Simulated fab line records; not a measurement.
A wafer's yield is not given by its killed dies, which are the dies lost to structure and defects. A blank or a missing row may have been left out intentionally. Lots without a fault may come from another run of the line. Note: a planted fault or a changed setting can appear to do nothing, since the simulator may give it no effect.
A struck lot beside a sound one + flow nand harc + 15 steps out of a route of 1302
Sound: wafers L486.1, L486.5, L486.6. Struck: wafer L498.3. (L498.1, L498.4 of the same lot were not struck and are left out.) The cause comes at the end.
Each step with rows lists, per side, the tool, then ch with its chambers, then its first start. Under that, the readings that differ: sound wafers + struck wafers + difference of the means + sigmas: that difference in standard deviations of wafers without a fault.
alike: a reading whose means differ by less than 2 such deviations, as well as words and numbers matching on both sides. not compared: withheld readings; readings where some wafer has no value; bounds like >300 that might hide an equal value; numbers whose values overlap and for which the record gives no deviation.
Wherever a step has rows on one side only, a row that says differs or no value, or a row with sigmas, the two part there. When numbers do not overlap yet have no deviation, they are printed without sigmas and do not part them. A reading missing from all wafers of one side parts the sides only when that side holds two or more wafers.

NHARC_A_DECK1_JOINT_CMP_02: polishes SiOx.
  sound on cmp-02 ch 0,3, day 13 01:52; struck on cmp-02 ch 3, day 18 16:19
  alike: edge zone pressure frac, motor current A
following that, these wafers have no rows for 1 step: NHARC_A_DECK1_JOINT_SRD_15.
NHARC_A_DECK1_JOINT_DEP_16: deposits SiO2, target thk 45 nm.
  sound on pecvd-02 ch 0,2, day 13 02:17; struck on pecvd-02 ch 0, day 18 16:42
| reading                | sound          | struck | difference | sigmas |
|------------------------|----------------|--------|------------|--------|
| throttle valve pct (%) | 15.7 15.7 15.7 | 14.7   | -1.0       | -2     |
  alike: heater power outer w, heater power w
NHARC_A_DECK1_JOINT_THK_MEAS_17: measures by ellipsometry.
  struck on film metro-01, day 18 16:59; sound on film metro-01, day 13 02:31
  alike: thk nm
NHARC_A_DECK1_JOINT_INSPECT_05:
  struck on defect inspect-02, day 18 17:01; sound on defect inspect-02, day 13 02:32
| reading          | sound       | struck | difference | sigmas |
|------------------|-------------|--------|------------|--------|
| raw defect count | 401 193 316 | 699    | +396       | +4     |
then, no rows for these wafers at 1 step: NHARC_A_ONON_D2_DEP_00 (target thk 1000 nm).
NHARC_A_ONON_D2_THK_MEAS_02: measures by ellipsometry.
  struck on film metro-02, day 18 17:36; sound on film metro-01, day 13 03:08
  alike: thk nm
then, no rows for these wafers at 1 step: NHARC_A_ONON_D2_DEP_03 (target thk 1000 nm).
NHARC_A_ONON_D2_THK_MEAS_05: measures by ellipsometry.
  struck on film metro-01, day 18 18:10; sound on film metro-02, day 13 03:41
  alike: thk nm
then, no rows for these wafers at 1 step: NHARC_A_ONON_D2_DEP_06 (target thk 1000 nm).
NHARC_A_ONON_D2_THK_MEAS_08: measures by ellipsometry.
  struck on film metro-01, day 18 18:44; sound on film metro-02, day 13 04:16
  alike: thk nm
NHARC_A_ONON_D2_DEP_09: target thk 1000 nm.
  sound on pecvd onon-01 ch 0, day 13 04:19; struck on pecvd onon-04 ch 0, day 18 18:47
NHARC_A_ONON_D2_THK_MEAS_11: measures by ellipsometry.
  struck on film metro-02, day 18 19:17; sound on film metro-02, day 13 04:49
| reading     | sound         | struck | difference | sigmas |
|-------------|---------------|--------|------------|--------|
| thk nm (nm) | 998 1000 1002 | 1538   | +538       | +84    |
then, no rows for these wafers at 1 step: NHARC_A_ONON_D2_DEP_12 (target thk 1000 nm).
-- the record jumps here: 11 days lie between the struck wafers' starts before and after (it left off in module A_ONON_D2 and takes up again in module END, whose first step shown is number 1302 of the route) --
NHARC_END_SORT_01:
  the record has rows for the struck wafers here (prober-02 ch 0, day 30 06:55) and none for the sound ones

## WHERE THEY PART
At NHARC_A_DECK1_JOINT_DEP_16 first; at NHARC_END_SORT_01 last (within this record only).

WHY: what the simulator had put in
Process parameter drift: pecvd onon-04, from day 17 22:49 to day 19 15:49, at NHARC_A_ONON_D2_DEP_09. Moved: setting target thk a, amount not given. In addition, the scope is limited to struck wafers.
